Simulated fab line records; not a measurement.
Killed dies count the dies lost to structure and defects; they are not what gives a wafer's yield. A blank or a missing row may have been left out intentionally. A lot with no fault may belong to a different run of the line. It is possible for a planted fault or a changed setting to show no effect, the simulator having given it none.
fab line records    flow nand_harc
[record] lots = 6  wafers = 18  last_day = 33
route steps=1302 shown A_WL_FILL@982 A_CONTACT@983
lots untouched by any fault: they come from a run of this same line in which no faults occurred
start_h: hours from the record's opening day to when the first of the lot's shown wafers began    wait_h: time in hours since the lot's previous step    " repeats the value in the row above    L1.1+2: one row covering several wafers at once    - no value, or no start was given    * or withheld: withheld    < > ~ a bound
route shown NAME@n: a module of which the file shows steps, and the number in the route of the first    usual: mean/standard deviation of fault-free wafers    same: alike in all rows    chamber/n: place in a boat    sites: the reading at each site    _std_site: the values' standard deviation    _edge_site: mean of outer sites minus mean of inner sites    radius_mm: for every site, how far away it sits from the centre of the wafer    mask NAME#n: copy n    behind: the tool/chamber that last shaped the wafer    hold: the reason the lot was held/the length of the hold in hours/how it ended    device: whichever transistor did not switch (one of n, p or np)    end of line: at the end of the route, the tests of the same wafers    where a step has no rows: the recipe by itself    killed: count of dies lost to structure and defects at first sort (not the wafer's yield)    map: a wafer's dies, marking killed ones x, the rest . and places with no die _
set.NAME: the setting as run; set.NAME@STEP: as run at that earlier step    model.NAME: the simulator's own value behind a step, which no gauge read
certain route steps with their lots: each step a table, each wafer a row
services: when a tool's chamber went out of use (start_h, in hours from the record's first day, below 0 if earlier), for how many hours, and the reason
[[steps]]
[step NHARC_A_WL_FILL_INSPECT_15]
[usual] raw_defect_count = 481/120
lot.wafer  tool               chamber  start_h  wait_h  raw_defect_count
L802.1     defect_inspect-01  -        492.33   0.0     429
L802.4     "                  -        "        "       449
L802.5     "                  -        "        "       387
L803.2     defect_inspect-02  -        502.04   0.0     442
L803.3     "                  -        "        "       486
L803.5     "                  -        "        "       423
L809.1     defect_inspect-02  -        580.82   0.0     730
L809.5     "                  -        "        "       664
L809.6     "                  -        "        "       510
L814.1     defect_inspect-02  -        602.01   0.0     471
L814.3     "                  -        "        "       373
L814.6     "                  -        "        "       935
L818.2     defect_inspect-02  -        657.13   0.0     384
L818.3     "                  -        "        "       405
L818.4     "                  -        "        "       574
L823.3     defect_inspect-01  -        704.25   0.0     586
L823.4     "                  -        "        "       578
L823.5     "                  -        "        "       664
[step NHARC_A_CONTACT_DEP_24]
[recipe] target_thk_a = 5000  temp_c = 400  pressure_torr = 6.5  rf_w = 900  teos_flow_sccm = 161.4  flow_sccm = 2650  target_thk_nm = 500  gas = O2  material = SiO2
[usual] heater_power_w = 531/110  throttle_valve_pct = 16.1/0.5
lot.wafer  tool      chamber  start_h  wait_h  heater_power_w  throttle_valve_pct
L802.1     pecvd-03  1        492.67   0.3     482             16.1
L802.5     "         0        "        "       611             16.7
L802.4     "         1        "        "       352             16.2
L803.2     pecvd-03  2        502.11   0.1     553             16.3
L803.3     "         0        "        "       582             16.5
L803.5     "         2        "        "       577             16.2
L809.1     pecvd-02  0        580.95   0.1     399             16.7
L809.6     "         2        "        "       627             15.9
L809.5     "         1        "        "       633             16.5
L814.1     pecvd-03  0        602.14   0.1     591             16.4
L814.3     "         1        "        "       419             16.7
L814.6     "         2        "        "       522             15.8
L818.2     pecvd-01  0        657.20   0.1     509             16.4
L818.3     "         1        "        "       558             15.5
L818.4     "         0        "        "       548             16.1
L823.3     pecvd-03  0        704.44   0.2     547             16.8
L823.5     "         2        "        "       590             16.0
L823.4     "         0        "        "       582             16.9
[step NHARC_A_CONTACT_DEP_28]
[recipe] target_thk_a = 70000  temp_c = 400  material = aC
[usual] throttle_valve_pct = 35.000/0.0081
lot.wafer  tool        chamber  start_h  wait_h  throttle_valve_pct
L802.1     acl_dep-01  0        494.19   1.0     34.999
L802.4     "           0        496.30   3.2     34.998
L802.5     "           0        "        "       35.003
L803.2     acl_dep-01  0        504.08   1.4     34.999
L803.3     "           0        "        "       34.995
L803.5     "           0        506.24   3.6     35.004
L809.1     acl_dep-01  0        582.09   0.6     34.993
L809.5     "           0        584.94   3.5     34.998
L809.6     "           0        "        "       34.994
L814.1     acl_dep-01  0        603.12   0.5     34.998
L814.3     "           0        604.54   1.9     34.996
L814.6     "           0        606.68   4.0     34.999
L818.2     acl_dep-03  0        658.51   0.8     34.996
L818.3     "           0        "        "       34.994
L818.4     "           0        "        "       35.011
L823.3     acl_dep-01  0        708.32   3.5     35.003
L823.4     "           0        "        "       34.982
L823.5     "           0        "        "       35.008
[step NHARC_A_CONTACT_DEP_29]
[recipe] target_thk_a = 1000  target_thk_nm = 100  temp_c = 400  pressure_torr = 3.5  flow_sccm = 200  rf_w = 350  material = SiON
[usual] heater_power_w = 740/120
lot.wafer  tool      chamber  start_h  wait_h  heater_power_w
L802.1     pecvd-02  0        498.44   3.5     598
L802.5     "         1        "        "       790
L802.4     "         2        "        "       949
L803.2     pecvd-02  2        507.73   2.9     927
L803.3     "         0        "        "       522
L803.5     "         2        "        "       927
L809.1     pecvd-01  1        586.38   3.6     636
L809.6     "         2        "        "       712
L809.5     "         0        "        "       802
L814.3     pecvd-01  2        607.41   2.2     743
L814.1     "         0        "        "       856
L814.6     "         1        "        "       755
L818.2     pecvd-02  2        662.05   2.8     900
L818.4     "         2        "        "       924
L818.3     "         0        "        "       592
L823.3     pecvd-01  0        711.27   2.2     701
L823.5     "         1        "        "       757
L823.4     "         0        "        "       697
[step NHARC_A_CONTACT_DEHYDRATE_32]
[recipe] temp_c = 150  time_s = 120
[step NHARC_A_CONTACT_HMDS_33]
[recipe] time_s = 30
[step NHARC_A_CONTACT_COAT_34]
[recipe] temp_c = 260  time_s = 75
[step NHARC_A_CONTACT_COAT_35]
[recipe] temp_c = 225  time_s = 65
[step NHARC_A_CONTACT_COAT_36]
[recipe] spin_rpm = 1500  resist_thk_nm = 90
[step NHARC_A_CONTACT_SOFTBAKE_37]
[recipe] temp_c = 105  time_s = 55
[usual] heater_power_total_W = 188.46/0.14
lot.wafer  tool            chamber  start_h  wait_h  heater_power_total_W
L802.1     litho_track-01  0        498      -       188.34
L802.4     "               0        "        "       188.72
L802.5     "               0        "        "       188.36
L803.2     litho_track-06  0        507      -       188.42
L803.3     "               0        "        "       188.76
L803.5     "               0        "        "       188.37
L809.1     litho_track-01  0        586      -       186.48
L809.5     "               0        "        "       186.56
L809.6     "               0        "        "       186.48
L814.1     litho_track-01  0        607      -       186.71
L814.3     "               0        "        "       186.63
L814.6     "               0        "        "       186.61
L818.2     litho_track-04  0        662      -       188.79
L818.3     "               0        "        "       188.28
L818.4     "               0        "        "       188.59
L823.3     litho_track-06  0        711      -       188.29
L823.4     "               0        "        "       188.53
L823.5     "               0        "        "       188.42
[step NHARC_A_CONTACT_EBR_38]
[[services]]
tool            chamber  start_h  hours  kind
acl_dep-03      -        481.60   13.0   pm
pecvd-01        -        492.18   13.0   pm
pecvd-01        0        492.18   13.0   vent_cycle
pecvd-01        1        492.18   13.0   vent_cycle
pecvd-01        2        492.18   13.0   vent_cycle
litho_track-01  -        505.00   7.0    pm
pecvd-01        0        505.18   -      clean
pecvd-01        1        505.18   -      clean
pecvd-01        2        505.18   -      clean
litho_track-06  -        529.00   7.0    pm
pecvd-03        -        547.59   13.0   pm
pecvd-03        0        547.59   13.0   vent_cycle
pecvd-03        1        547.59   13.0   vent_cycle
pecvd-03        2        547.59   13.0   vent_cycle
litho_track-04  -        553.00   7.0    pm
acl_dep-01      -        558.83   13.0   pm
pecvd-02        -        589.14   13.0   pm
pecvd-02        1        656.52   32.0   repair
acl_dep-03      -        663.96   13.0   pm
pecvd-03        -        665.23   0.6    repair
pecvd-01        -        673.33   13.0   pm
litho_track-01  -        680.00   7.0    pm
litho_track-06  -        704.00   7.0    pm
acl_dep-03      -        711.34   0.3    repair
[[key]]
[first_sign] step = NHARC_A_CONTACT_SOFTBAKE_37  reading = heater_power_total_W  direction = down  sigmas = 13  usual = *  struck = *
effect none on later readings
met_at NHARC_A_CONTACT_SOFTBAKE_37
struck_wafers L809.1,L809.5,L809.6,L814.1,L814.3,L814.6
tester_left_out L809,L814
onset_between 498 586
[fault] kind = process_parameter_drift  tool = litho_track-01  chamber = -  onset_h = 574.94  steps = NHARC_A_CONTACT_SOFTBAKE_37  channel = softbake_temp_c  offset = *  shape = step  end_h = 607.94  acts_in = *  stated = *
// tester_left_out: of these lots the tester's yield and bins aren't shown, on N5 and GAA mostly nor the transistor test; their killed dies are dies lost to structure and defects alone, not to doping, threshold or leakage, so they don't give the yield
